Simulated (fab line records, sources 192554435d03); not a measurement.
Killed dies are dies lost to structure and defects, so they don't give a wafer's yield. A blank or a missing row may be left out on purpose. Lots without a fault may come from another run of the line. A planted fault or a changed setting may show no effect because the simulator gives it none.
A struck lot beside a sound one | flow n5_finfet | 41 steps out of a route of 1938
Sound: wafers L175.3, L175.5, L175.6. Struck: wafer L165.6. (L165.1, L165.4 of the same lot were not struck and are left out.) The cause comes at the end.
At each step with rows: each side's tool, then ch and its chambers, then its first start. Under that, the readings that differ: sound wafers | struck wafers | difference of the means | sigmas: that difference in standard deviations of wafers without a fault.
alike: readings whose means differ by less than 2 such deviations, and words and numbers that are the same on both sides. not compared: withheld readings, readings that some wafer has no value for, bounds like >300 that may hide the same value, and numbers for which the record gives no deviation and whose values overlap.
The two part at a step that has a row with sigmas, a row that says differs or no value, or rows on one side only. Numbers that don't overlap but have no deviation are shown without sigmas and don't part them. A reading that every wafer of one side lacks parts them only if that side has two wafers or more.

first, 6 steps without rows for these wafers: N5_SD_EPI_N_SD_RECESS_17 (chemistry HBr/Cl2/O2, target depth 41 nm, time 23.7 s, bt time 3 s); N5_SD_EPI_N_STRIP_38 (strips in N2/H2); N5_SD_EPI_N_WET_ETCH_43 (etches SiO2 in dHF, time 14 s, target depth 1.5 nm); N5_SD_EPI_N_STRIP_18 (strips in SPM, time 750 s); N5_SD_EPI_N_SRD_20 (time 30 s); N5_SD_EPI_N_PRECLEAN_48 (cleans in NF3:NH3, afs cycles 2, time 20 s, sublimation time 60 s).
N5_SD_EPI_N_VAPOR_ETCH_50: etches Si in HCl, time 54 s.
  sound on epi_rpcvd-04 ch 0, day 7 21:47; struck on epi_rpcvd-02 ch 0, day 5 12:45
  reading                | sound          | struck | difference | sigmas
  throttle_valve_pct (%) | 12.5 12.5 12.6 | 11.7   | -0.8       | -3
then, 1 step without rows for these wafers: N5_SD_EPI_N_EPI_21 (deposits Si:P, time 690 s).
N5_SD_EPI_N_EPI_MEAS_23:
  sound on film_metro-02, day 7 23:38; struck on film_metro-01, day 5 14:39
  alike: thk_nm
then, 3 steps without rows for these wafers: N5_SD_EPI_N_PRECLEAN_24 (cleans in O3/DIW, time 60 s); N5_SD_EPI_N_SRD_25 (time 30 s); N5_SD_EPI_N_PRECLEAN_49 (cleans in NF3:NH3, afs cycles 1, time 20 s, sublimation time 60 s).
N5_SD_EPI_N_LINER_46: material SiNx, target thk 3 nm.
  sound on ald_sin-01 ch 0,3, day 7 23:58; struck on ald_sin-02 ch 2, day 5 14:58
  reading                                     | sound       | struck | difference | sigmas
  heater_power_w (W)                          | 960 954 922 | 729    | -216       | -2
  model.SiNx_of_SD_EPI_N_LINER_46.thk_nm (nm) | 3 3 3       | 2.4    | -0.6       |
N5_SD_EPI_N_INSPECT_26: inspects for defects (darkfield).
  sound on defect_inspect-02, day 8 00:13; struck on defect_inspect-02, day 5 15:13
  alike: raw_defect_count
then, 8 steps without rows for these wafers: N5_SD_EPI_P_COAT_34 (time 60 s, resist thk 350 nm); N5_SD_EPI_P_COAT_35 (time 60 s, resist thk 35 nm); N5_SD_EPI_P_COAT_03 (resist thk 150 nm); N5_SD_EPI_P_EBR_05; N5_SD_EPI_P_SOFTBAKE_04 (time 60 s); N5_SD_EPI_P_EXPOSE_06 (exposes mask SD P BLK, target cd 240 nm); N5_SD_EPI_P_PEB_07 (peb time 60 s); N5_SD_EPI_P_DEVELOP_08 (develop time 30 s).
N5_SD_EPI_P_CD_MEAS_09: target cd 240 nm.
  sound on cd_sem-01 ch 0, day 8 00:37; struck on cd_sem-02 ch 0, day 5 15:37
  alike: cd_nm
N5_SD_EPI_P_OVL_MEAS_10:
  sound on overlay-02 ch 0, day 8 00:38; struck on overlay-02 ch 0, day 5 15:38
  alike: SD_P_BLK_OVL
N5_SD_EPI_P_INSPECT_11: inspects for defects (macro).
  sound on defect_inspect-01, day 8 00:40; struck on defect_inspect-01, day 5 15:40
  alike: raw_defect_count
N5_SD_EPI_P_DESCUM_14: chemistry O2, time 7.9 s.
  sound on rie_diel-03 ch 2,3, day 8 00:42; struck on rie_diel-01 ch 1, day 5 16:03
  alike: drypump_motor_current_A, oes_product_au, rf_vpp_V, showerhead_plenum_p_Torr, throttle_valve_pct
  not compared: rf_hours_counter_h
N5_SD_EPI_P_ETCH_36: etches SiARC in CF4, target depth 45.5 nm, time 75.8 s.
  sound on rie_diel-03 ch 2,3, day 8 00:44; struck on rie_diel-01 ch 1, day 5 16:05
  alike: drypump_motor_current_A, etch_rf_on_time_s, oes_product_au, rf_vpp_V, showerhead_plenum_p_Torr, throttle_valve_pct
  not compared: rf_hours_counter_h
N5_SD_EPI_P_ETCH_37: etches SOC in N2/H2, overetch 108 nm, time 486 s.
  sound on rie_diel-03 ch 2,3, day 8 00:47; struck on rie_diel-01 ch 1, day 5 16:08
  alike: drypump_motor_current_A, oes_product_au, rf_vpp_V, showerhead_plenum_p_Torr, throttle_valve_pct
  not compared: rf_hours_counter_h
then, 3 steps without rows for these wafers: N5_SD_EPI_P_STRIP_38 (strips in N2/H2); N5_SD_EPI_P_ETCHBACK_46 (etches SiNx in CH3F/O2, stops on SiO2, target depth 17.5 nm); N5_SD_EPI_P_ETCH_47 (etches SiOCN in CH3F/O2, target depth 25 nm).
N5_SD_EPI_P_ETCH_16: etches SiO2 in CHF3/O2, target depth 5 nm.
  sound on rie_diel-03 ch 2,3, day 8 01:19; struck on rie_diel-01 ch 1, day 5 16:40
  alike: O2_flow_sccm, drypump_motor_current_A, oes_product_au, rf_vpp_V, showerhead_plenum_p_Torr, throttle_valve_pct
  not compared: rf_hours_counter_h
then, 6 steps without rows for these wafers: N5_SD_EPI_P_STRIP_50 (strips in CHF3/O2); N5_SD_EPI_P_SD_RECESS_17 (chemistry HBr/Cl2/O2, target depth 39.1 nm, bt time 3 s); N5_SD_EPI_P_WET_ETCH_45 (etches SiO2 in dHF, time 10.7 s, target depth 2 nm, rinse time 30 s); N5_SD_EPI_P_STRIP_40 (strips in N2/H2); N5_SD_EPI_P_PRECLEAN_52 (cleans in O3/DIW, time 60 s); N5_SD_EPI_P_SRD_20 (time 30 s).
N5_SD_EPI_P_PRECLEAN_51: cleans in NF3:NH3, afs cycles 1, time 20 s, sublimation time 60 s.
  sound on epi_rpcvd-04 ch 0, day 8 01:45; struck on epi_rpcvd-04 ch 0, day 5 17:02
  reading                                     | sound       | struck | difference | sigmas
  model.SiNx_of_SD_EPI_N_LINER_46.thk_nm (nm) | 2.6 2.6 2.6 | 2      | -1         |
then, 1 step without rows for these wafers: N5_SD_EPI_P_VAPOR_ETCH_44 (etches SiGe30 in NF3/Ar, time 3.3 s).
-- the record jumps here: 10 days lie between the struck wafers' starts before and after (it left off in module SD_EPI_P and takes up again in module PASSIVATION, whose first step shown is number 1936 of the route) --
N5_PASSIVATION_PROBE_49:
  sound on prober-01, day 18 12:52; struck on prober-01, day 15 19:29
  alike: killed_at_M0_to_M3, killed_at_M4_up, killed_at_contacts, killed_at_front_end, killed_at_other, killed_dies, killed_open, killed_short

WHERE THEY PART
First at N5_SD_EPI_N_VAPOR_ETCH_50; last, within this record, at N5_SD_EPI_N_LINER_46. Later steps at which nothing parts them and some readings are alike: N5_SD_EPI_N_INSPECT_26, N5_SD_EPI_P_CD_MEAS_09, N5_SD_EPI_P_OVL_MEAS_10, N5_SD_EPI_P_INSPECT_11, N5_SD_EPI_P_DESCUM_14, N5_SD_EPI_P_ETCH_36, N5_SD_EPI_P_ETCH_37, N5_SD_EPI_P_ETCH_16, N5_PASSIVATION_PROBE_49.

WHY: what the simulator had put in
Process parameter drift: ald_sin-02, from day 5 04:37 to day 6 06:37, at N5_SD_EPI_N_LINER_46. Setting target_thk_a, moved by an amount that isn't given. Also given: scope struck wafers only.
